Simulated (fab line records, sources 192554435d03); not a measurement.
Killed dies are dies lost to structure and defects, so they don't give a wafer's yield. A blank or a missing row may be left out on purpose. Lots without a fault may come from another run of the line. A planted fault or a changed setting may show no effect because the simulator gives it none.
Which tool did it? | flow n5_finfet | 10 lots, 30 wafers sampled, at 5 steps of a route of 1938

WHAT THE GAUGES READ, wafer by wafer
N5_MOL_CONTACT_COAG_CD_MEAS_40: target cd 25.1 nm. Usual: cd_nm 25.14 nm, standard deviation 0.23.
lot  | measured     | on        | cd_nm (nm)        | flag
L411 | day 6 17:14  | cd_sem-02 | 24.92 25.08 24.92 |
L412 | day 6 19:54  | cd_sem-02 | 25.16 25.24 24.93 |
L413 | day 7 03:10  | cd_sem-02 | 25.01 25.60 25.07 |
L414 | day 7 13:32  | cd_sem-03 | 25.41 25.36 25.42 |
L421 | day 9 04:53  | cd_sem-03 | 25.19 24.75 25.14 |
L424 | day 10 08:23 | cd_sem-01 | 25.40 24.77 25.21 |
L425 | day 10 10:02 | cd_sem-03 | 25.35 25.37 25.06 |
L426 | day 10 12:02 | cd_sem-02 | 25.26 24.98 25.33 |
L427 | day 10 19:49 | cd_sem-01 | 25.09 25.22 25.00 |
L428 | day 11 00:04 | cd_sem-01 | 25.36 25.28 25.34 |

N5_BEOL_M4_RC_MEAS_101. Usual: DIBL_N 36.4 mV/V, standard deviation 1.4; DIBL_P 36.3 mV/V, standard deviation 1.5; IOFF_N 0.162 nA/um, standard deviation 0.023; IOFF_P 0.211 nA/um, standard deviation 0.027; ION_N 676 uA/um, standard deviation 9.7; ION_P 463 uA/um, standard deviation 6.4; SS_N 71.5 mV/dec, standard deviation 0.5; SS_P 73.3 mV/dec, standard deviation 0.6; VT_N 249.3 mV, standard deviation 2.5; VT_P -249.9 mV, standard deviation 2.8.
lot  | measured     | on        | DIBL_N (mV/V)  | DIBL_P (mV/V)  | IOFF_N (nA/um)    | IOFF_P (nA/um)    | ION_N (uA/um) | ION_P (uA/um) | SS_N (mV/dec)  | SS_P (mV/dec)  | VT_N (mV)         | VT_P (mV)            | flag
L411 | day 9 05:01  | prober-02 | 35.4 36.2 33.2 | 36.3 37.1 33.3 | 0.174 0.183 0.131 | 0.253 0.274 0.208 | 677 678 675   | 470 472 471   | 71.4 71.1 71.1 | 73.0 73.0 72.1 | 247.8 246.7 250.9 | -245.6 -242.0 -245.3 |
L421 | day 12 08:04 | prober-02 | 36.4 38.5 36.7 | 35.6 38.1 36.1 | 0.141 0.177 0.150 | 0.203 0.247 0.213 | 683 692 676   | 470 472 467   | 71.8 71.7 72.1 | 73.0 73.6 72.8 | 250.3 246.2 248.3 | -251.5 -246.2 -247.7 |
L424 | day 13 04:40 | prober-02 | 35.7 36.4 36.1 | 35.6 37.2 36.2 | 0.161 0.173 0.163 | 0.188 0.212 0.193 | 681 675 689   | 458 457 462   | 72.2 71.8 71.4 | 73.8 74.8 73.2 | 249.8 248.5 250.0 | -252.5 -249.4 -252.2 |
L425 | day 13 07:33 | prober-02 | 36.0 36.4 36.4 | 34.2 33.9 35.0 | 0.153 0.162 0.162 | 0.213 0.216 0.231 | 670 661 665   | 462 457 466   | 71.6 71.6 71.4 | 73.0 71.9 73.6 | 250.2 250.8 250.8 | -250.2 -246.2 -248.0 |
L426 | day 13 06:31 | prober-01 | 37.0 37.3 36.8 | 36.4 36.7 36.8 | 0.156 0.175 0.174 | 0.200 0.210 0.204 | 667 675 687   | 459 459 470   | 72.0 71.3 71.8 | 74.1 74.1 74.6 | 250.4 249.3 245.5 | -252.9 -251.6 -251.3 |
L427 | day 13 08:16 | prober-01 | 36.9 40.8 38.4 | 36.1 42.2 38.3 | 0.163 0.254 0.188 | 0.192 0.309 0.240 | 676 706 699   | 459 473 472   | 71.7 72.2 71.9 | 73.5 75.0 74.3 | 249.4 244.1 248.1 | -251.9 -243.8 -250.8 |
L428 | day 13 09:50 | prober-02 | 34.1 37.0 35.6 | 32.7 36.4 35.0 | 0.122 0.164 0.149 | 0.172 0.225 0.198 | 674 673 691   | 465 463 470   | 70.9 71.6 71.2 | 72.6 73.3 73.7 | 252.4 248.5 247.3 | -251.9 -248.6 -248.5 |

WHICH TOOL RAN EACH LOT (tool, then ch and the chambers of the sampled wafers, then the start)
lot  | N5_MOL_CONTACT_COAG_ALD_133       | N5_MOL_CONTACT_COAG_ETCH_48        | N5_MOL_CONTACT_COAG_STRIP_49
L411 | ald_sin-03 ch 0,2,3, day 6 17:50  | rie_diel-06 ch 0,2,3, day 6 18:14  | plasma_asher-01 ch 1, day 6 18:22
L412 | ald_sin-04 ch 0,1,3, day 6 20:13  | rie_diel-04 ch 0,2,3, day 6 20:38  | plasma_asher-02 ch 0,1, day 6 20:47
L413 | ald_sin-04 ch 0,1,3, day 7 05:45  | rie_diel-06 ch 1,2, day 7 06:10    | plasma_asher-02 ch 0,1, day 7 06:21
L414 | ald_sin-02 ch 0,1,3, day 7 14:19  | rie_diel-04 ch 1,2,3, day 7 14:45  | plasma_asher-01 ch 0,1, day 7 14:53
L421 | ald_sin-03 ch 2,3, day 9 05:08    | rie_diel-06 ch 0,2,3, day 9 05:33  | plasma_asher-02 ch 0,1, day 9 05:41
L424 | ald_sin-04 ch 0,1, day 10 08:55   | rie_diel-06 ch 1,2, day 10 09:39   | plasma_asher-02 ch 0,1, day 10 09:54
L425 | ald_sin-03 ch 0,1,2, day 10 10:39 | rie_diel-06 ch 0,2,3, day 10 11:04 | plasma_asher-01 ch 0,1, day 10 11:13
L426 | ald_sin-04 ch 0,2,3, day 10 12:38 | rie_diel-04 ch 0,1,2, day 10 13:22 | plasma_asher-01 ch 0,1, day 10 13:29
L427 | ald_sin-02 ch 0,2,3, day 10 21:32 | rie_diel-04 ch 0,2,3, day 10 21:59 | plasma_asher-02 ch 0,1, day 10 22:07
L428 | ald_sin-03 ch 2,3, day 11 00:57   | rie_diel-06 ch 1,2, day 11 01:29   | plasma_asher-02 ch 0,1, day 11 01:37
- N5_MOL_CONTACT_COAG_ALD_133: deposits SiO2, target thk 5 nm, pulse time 1 s, co reactant pulse time 1 s.
- N5_MOL_CONTACT_COAG_ETCH_48: etches SiOC in C4F6/O2, target depth 15 nm, overetch 4.5 nm, time 17 s.
- N5_MOL_CONTACT_COAG_STRIP_49: strips in N2/H2, time 30 s.

WHAT THE TOOLS THEMSELVES READ (means of the sampled wafers that have a number; where no wafer has one, the mark that the record gives instead)
N5_MOL_CONTACT_COAG_ALD_133. Usual: heater_power_outer_w 42 W, standard deviation 4.8; heater_power_w 80 W, standard deviation 7.9; precursor_pulse_height_rel 1.002, standard deviation 0.02.
lot  | tool       | heater_power_outer_w (W) | heater_power_w (W) | precursor_pulse_height_rel | flag
L411 | ald_sin-03 | 44                       | 84                 | 1.016                      |
L412 | ald_sin-04 | 42                       | 81                 | 1.021                      |
L413 | ald_sin-04 | 42                       | 79                 | 1.038                      |
L414 | ald_sin-02 | 36                       | 72                 | 0.992                      |
L421 | ald_sin-03 | 48                       | 89                 | 0.996                      |
L424 | ald_sin-04 | 44                       | 83                 | 0.996                      |
L425 | ald_sin-03 | 42                       | 79                 | 1.008                      |
L426 | ald_sin-04 | 41                       | 78                 | 1.009                      |
L427 | ald_sin-02 | 36                       | 71                 | 1.012                      |
L428 | ald_sin-03 | 48                       | 90                 | 0.995                      |

N5_MOL_CONTACT_COAG_ETCH_48. Usual: C4F6_flow_sccm 10.00 sccm, standard deviation 0.034; O2_flow_sccm 9.998 sccm, standard deviation 0.028; bias_w 464.8 W, standard deviation 1.4; drypump_motor_current_A 5.6 A, standard deviation 0.55; oes_product_au 0.69 a.u., standard deviation 0.076; rf_vpp_V 1584 V, standard deviation 15; showerhead_plenum_p_Torr 2.85 Torr, standard deviation 0.081; throttle_valve_pct 40.54 %, standard deviation 0.21.
lot  | tool        | C4F6_flow_sccm (sccm) | O2_flow_sccm (sccm) | bias_w (W) | drypump_motor_current_A (A) | oes_product_au (a.u.) | rf_vpp_V (V) | showerhead_plenum_p_Torr (Torr) | throttle_valve_pct (%) | flag
L411 | rie_diel-06 | 9.98                  | 10.008              | 463.6      | 5.6                         | 0.69                  | 1578         | 2.81                            | 40.52                  |
L412 | rie_diel-04 | -                     | -                   | -          | -                           | -                     | -            | -                               | -                      | OFF
L413 | rie_diel-06 | -                     | -                   | -          | -                           | -                     | -            | -                               | -                      | OFF
L414 | rie_diel-04 | -                     | -                   | -          | -                           | -                     | -            | -                               | -                      | OFF
L421 | rie_diel-06 | 10.03                 | 9.994               | 465.5      | 5.6                         | 0.66                  | 1579         | 2.80                            | 40.54                  |
L424 | rie_diel-06 | 9.98                  | 9.988               | 464.5      | 5.8                         | 0.73                  | 1586         | 2.81                            | 40.61                  |
L425 | rie_diel-06 | 9.98                  | 10.006              | 463.8      | 5.6                         | 0.63                  | 1578         | 2.79                            | 40.55                  |
L426 | rie_diel-04 | 10.00                 | 10.001              | 464.3      | 5.6                         | 0.66                  | 1590         | 2.86                            | 40.53                  |
L427 | rie_diel-04 | 10.02                 | 10.009              | 466.4      | 5.6                         | 0.66                  | 1600         | 2.88                            | 40.51                  |
L428 | rie_diel-06 | 10.03                 | 9.998               | 466.9      | 5.8                         | 0.70                  | 1586         | 2.81                            | 40.62                  |

N5_MOL_CONTACT_COAG_STRIP_49. Usual: drypump_motor_current_A 6.2 A, standard deviation 0.4; heater_power_w 337 W, standard deviation 21.
lot  | tool            | drypump_motor_current_A (A) | heater_power_w (W) | flag
L411 | plasma_asher-01 | 6.5                         | 336                |
L412 | plasma_asher-02 | 6.5                         | 320                |
L413 | plasma_asher-02 | 6.4                         | 324                |
L414 | plasma_asher-01 | 5.9                         | 359                |
L421 | plasma_asher-02 | 6.5                         | 320                |
L424 | plasma_asher-02 | 6.4                         | 319                |
L425 | plasma_asher-01 | 6.2                         | 349                |
L426 | plasma_asher-01 | 6.2                         | 347                |
L427 | plasma_asher-02 | 6.5                         | 318                |
L428 | plasma_asher-02 | 6.4                         | 318                |

THE ANSWER, worked out from the rows above alone
Rule: a lot is off if the mean of its wafers that have a number lies more than 3 standard deviations from the usual mean. A lot without any number at a reading at which 4 lots or more have one is off too. The other lots that the step has rows for count as sound. The gauges are gone through in route order, then the tools' own readings, and for those a lot's mean is taken as printed above. The first step at which some lot is off is used, and at that step the reading that is off furthest; a lot without a number counts as furthest.
Off: L412, L413, L414, at N5_MOL_CONTACT_COAG_ETCH_48 (C4F6_flow_sccm). Without a number there: L412, L413, L414.
A tool fits if, at that step or a process step before it, it ran every lot that is off, and no sound lot after the first of them. None of those tried fits.

WHAT THE SIMULATOR HAD PUT IN
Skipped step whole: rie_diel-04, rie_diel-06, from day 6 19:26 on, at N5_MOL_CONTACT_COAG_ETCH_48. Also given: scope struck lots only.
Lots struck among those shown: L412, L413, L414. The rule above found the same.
